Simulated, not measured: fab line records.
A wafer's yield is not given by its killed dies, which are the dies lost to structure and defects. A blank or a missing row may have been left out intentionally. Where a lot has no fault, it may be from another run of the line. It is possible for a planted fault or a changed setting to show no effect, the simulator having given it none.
What tool caused it?    flow nand-harc    14 lots, 42 wafers sampled, at 4 steps of a route of 1159

WHAT THE GAUGES READ, wafer by wafer
No reading from a measuring or inspecting step in the record can be judged against a usual standard deviation.

WHICH TOOL RAN EACH LOT (tool, then ch and the chambers of the sampled wafers, then the start)
lot   NHARC_A_STAIRCASE_EXPOSE_06        NHARC_A_STAIRCASE_TRIM_12           NHARC_A_STAIRCASE_TRIM_14       NHARC_A_STAIRCASE_TRIM_16
L714  krf-scanner-04 ch 0, day 11 04:57  rie-diel-07 ch 0,2,3, day 11 05:25  rie-diel-07 ch 1,2,3, no start  rie-diel-07 ch 1,2,3, no start
L713  krf-scanner-02 ch 0, day 11 05:09  rie-diel-07 ch 0,1,2, day 11 05:37  rie-diel-07 ch 0,2, no start    rie-diel-07 ch 2,3, no start
L717  krf-scanner-03 ch 0, day 11 18:09  rie-diel-06 ch 1,2,3, day 11 18:39  rie-diel-06 ch 0,3, no start    rie-diel-06 ch 0,1,3, no start
L715  krf-scanner-02 ch 0, day 11 18:19  rie-diel-07 ch 0,3, day 11 18:47    rie-diel-07 ch 0,1,3, no start  rie-diel-07 ch 0,1,3, no start
L716  krf-scanner-04 ch 0, day 11 23:10  rie-diel-13 ch 1,2,3, day 11 23:44  rie-diel-13 ch 2,3, no start    rie-diel-13 ch 1,2,3, no start
L720  krf-scanner-03, day 12 14:36       rie-diel-06 ch 0,1,2, day 12 15:04  rie-diel-06 ch 1,2, no start    rie-diel-06 ch 0,2,3, no start
L719  krf-scanner-04, day 12 14:58       rie-diel-06 ch 2,3, day 12 15:27    rie-diel-06 ch 0,1, no start    rie-diel-06 ch 1,2, no start
L727  krf-scanner-03 ch 0, day 14 10:20  rie-diel-07 ch 2,3, day 14 10:56    rie-diel-07 ch 0,1,2, no start  rie-diel-07 ch 1,2, no start
L726  krf-scanner-04 ch 0, day 14 10:36  rie-diel-07 ch 0,3, day 14 11:07    rie-diel-07 ch 0,1,3, no start  rie-diel-07 ch 0,2,3, no start
L728  krf-scanner-02 ch 0, day 14 20:10  rie-diel-07 ch 0,1,2, day 14 20:46  rie-diel-07 ch 1,2,3, no start  rie-diel-07 ch 1,2, no start
L730  krf-scanner-02 ch 0, day 15 00:08  rie-diel-13 ch 1,3, day 15 00:38    rie-diel-13 ch 0,1, no start    rie-diel-13 ch 1,3, no start
L731  krf-scanner-02 ch 0, day 15 22:04  rie-diel-07 ch 1,2, day 15 23:02    rie-diel-07 ch 0,3, no start    rie-diel-07 ch 1,3, no start
L732  krf-scanner-03 ch 0, day 15 22:29  rie-diel-07 ch 1,2,3, day 15 23:08  rie-diel-07 ch 1,2, no start    rie-diel-07 ch 0,1,2, no start
L734  krf-scanner-04 ch 0, day 16 06:46  rie-diel-06 ch 2,3, day 16 07:14    rie-diel-06 ch 0,1,3, no start  rie-diel-06 ch 1,3, no start
- NHARC_A_STAIRCASE_EXPOSE_06: exposes mask STAIR.
- NHARC_A_STAIRCASE_TRIM_12: chemistry O2, time 211.2 s.
- NHARC_A_STAIRCASE_TRIM_14: chemistry O2, time 211.2 s.
- NHARC_A_STAIRCASE_TRIM_16: chemistry O2, time 211.2 s.

WHAT THE TOOLS THEMSELVES READ (means of the sampled wafers that have a number; where no wafer has one, the mark that the record gives instead)
NHARC_A_STAIRCASE_EXPOSE_06. Usual: exposure-dose-mJ-cm2 25.430, standard deviation 0.025; focus-offset-nm 0.0 nm, standard deviation 0.52; stage-vel-mm-s 499.98 mm/s, standard deviation 0.23.
lot   tool            exposure-dose-mJ-cm2  focus-offset-nm (nm)  stage-vel-mm-s (mm/s)  flag
L714  krf-scanner-04  25.404                -0.2                  499.92                 
L713  krf-scanner-02  25.427                0.6                   500.07                 
L717  krf-scanner-03  25.443                0.3                   500.17                 
L715  krf-scanner-02  25.433                0.0                   499.82                 
L716  krf-scanner-04  25.440                0.7                   500.03                 
L720  krf-scanner-03  -                     -                     -                      OFF
L719  krf-scanner-04  -                     -                     -                      OFF
L727  krf-scanner-03  25.465                0.0                   500.13                 
L726  krf-scanner-04  25.425                0.3                   500.03                 
L728  krf-scanner-02  25.446                0.4                   500.17                 
L730  krf-scanner-02  25.427                0.4                   500.08                 
L731  krf-scanner-02  25.432                -0.3                  499.67                 
L732  krf-scanner-03  25.419                0.0                   500.14                 
L734  krf-scanner-04  25.443                -0.6                  500.05                 

NHARC_A_STAIRCASE_TRIM_12. Usual: drypump-motor-current-A 5.7 A, standard deviation 0.38; oes-product-au 0.996 a.u., standard deviation 0.013; rf-vpp-V 58.0 V, standard deviation 0.94; showerhead-plenum-p-Torr 3.59 Torr, standard deviation 0.15; throttle-valve-pct 17.036 %, standard deviation 0.01.
lot   tool         drypump-motor-current-A (A)  oes-product-au (a.u.)  rf-vpp-V (V)  showerhead-plenum-p-Torr (Torr)  throttle-valve-pct (%)  flag
L714  rie-diel-07  5.8                          1.001                  58.7          3.71                             17.031                  
L713  rie-diel-07  5.8                          0.988                  58.2          3.70                             17.039                  
L717  rie-diel-06  5.3                          0.999                  57.8          3.62                             17.035                  
L715  rie-diel-07  5.6                          1.005                  57.9          3.64                             17.044                  
L716  rie-diel-13  5.7                          0.993                  58.2          3.44                             17.036                  
L720  rie-diel-06  5.6                          0.996                  57.8          3.58                             17.043                  
L719  rie-diel-06  5.0                          0.996                  57.7          3.69                             17.027                  
L727  rie-diel-07  6.1                          0.992                  59.1          3.72                             17.050                  
L726  rie-diel-07  5.4                          1.015                  58.5          3.66                             17.035                  
L728  rie-diel-07  5.8                          0.998                  58.6          3.68                             17.034                  
L730  rie-diel-13  5.7                          0.992                  56.2          3.37                             17.026                  
L731  rie-diel-07  6.0                          0.995                  58.4          3.63                             17.040                  
L732  rie-diel-07  6.0                          0.996                  58.1          3.64                             17.040                  
L734  rie-diel-06  5.3                          1.000                  57.9          3.68                             17.034                  

NHARC_A_STAIRCASE_TRIM_14. Usual: drypump-motor-current-A 5.7 A, standard deviation 0.39; oes-product-au 0.995 a.u., standard deviation 0.013; rf-vpp-V 58.0 V, standard deviation 0.88; showerhead-plenum-p-Torr 3.60 Torr, standard deviation 0.14; throttle-valve-pct 17.037 %, standard deviation 0.0093.
lot   tool         drypump-motor-current-A (A)  oes-product-au (a.u.)  rf-vpp-V (V)  showerhead-plenum-p-Torr (Torr)  throttle-valve-pct (%)  flag
L714  rie-diel-07  6.0                          0.997                  58.4          3.66                             17.032                  
L713  rie-diel-07  5.6                          0.993                  57.5          3.75                             17.038                  
L717  rie-diel-06  5.3                          0.993                  57.5          3.63                             17.034                  
L715  rie-diel-07  5.7                          0.993                  58.2          3.63                             17.033                  
L716  rie-diel-13  5.4                          0.981                  57.8          3.42                             17.039                  
L720  rie-diel-06  5.5                          1.002                  58.2          3.62                             17.034                  
L719  rie-diel-06  5.7                          0.998                  57.7          3.49                             17.030                  
L727  rie-diel-07  5.8                          0.980                  58.0          3.68                             17.040                  
L726  rie-diel-07  5.6                          1.003                  58.4          3.62                             17.036                  
L728  rie-diel-07  6.0                          1.000                  57.6          3.65                             17.034                  
L730  rie-diel-13  6.0                          0.993                  57.6          3.61                             17.041                  
L731  rie-diel-07  5.5                          0.997                  59.0          3.66                             17.038                  
L732  rie-diel-07  6.0                          0.998                  57.9          3.63                             17.038                  
L734  rie-diel-06  5.4                          0.997                  58.1          3.56                             17.041                  

NHARC_A_STAIRCASE_TRIM_16. Usual: drypump-motor-current-A 5.7 A, standard deviation 0.41; oes-product-au 0.996 a.u., standard deviation 0.012; rf-vpp-V 58.0 V, standard deviation 0.85; showerhead-plenum-p-Torr 3.61 Torr, standard deviation 0.14; throttle-valve-pct 17.035 %, standard deviation 0.0083.
lot   tool         drypump-motor-current-A (A)  oes-product-au (a.u.)  rf-vpp-V (V)  showerhead-plenum-p-Torr (Torr)  throttle-valve-pct (%)  flag
L714  rie-diel-07  6.0                          1.004                  58.9          3.66                             17.038                  
L713  rie-diel-07  6.1                          1.000                  57.9          3.74                             17.039                  
L717  rie-diel-06  5.4                          0.989                  57.5          3.58                             17.031                  
L715  rie-diel-07  5.6                          0.997                  58.1          3.63                             17.036                  
L716  rie-diel-13  5.7                          1.000                  58.2          3.44                             17.040                  
L720  rie-diel-06  5.3                          1.005                  57.4          3.67                             17.043                  
L719  rie-diel-06  5.6                          1.009                  58.7          3.62                             17.038                  
L727  rie-diel-07  6.0                          0.988                  57.6          3.64                             17.042                  
L726  rie-diel-07  5.8                          0.997                  58.7          3.69                             17.036                  
L728  rie-diel-07  6.2                          0.991                  57.8          3.71                             17.034                  
L730  rie-diel-13  5.9                          0.990                  58.0          3.44                             17.023                  
L731  rie-diel-07  5.9                          1.001                  58.0          3.56                             17.041                  
L732  rie-diel-07  5.8                          0.992                  58.5          3.68                             17.035                  
L734  rie-diel-06  5.1                          0.988                  57.7          3.59                             17.035                  

THE ANSWER, worked out from the rows above alone
Rule: take the mean of a lot's wafers that have a number; if it is more than 3 standard deviations from the usual mean, the lot is off. Also off: a lot with no number at a reading for which 4 or more lots have one. Any other lot the step has rows for is counted as sound. Order of review: gauges by route order, followed by the tools' own readings, for which a lot's mean as printed above is used. At the first step where some lot is off, the reading lying furthest off is the one used; lots without a number count as furthest.
Off: L720, L719 (NHARC_A_STAIRCASE_EXPOSE_06, exposure-dose-mJ-cm2). Without a number there: L720, L719.
A tool fits if, at that step or a process step before it, it ran every lot that is off, and no sound lot after the first of them. Of those tried, none fits.

WHAT HAD BEEN PUT IN BY THE SIMULATOR
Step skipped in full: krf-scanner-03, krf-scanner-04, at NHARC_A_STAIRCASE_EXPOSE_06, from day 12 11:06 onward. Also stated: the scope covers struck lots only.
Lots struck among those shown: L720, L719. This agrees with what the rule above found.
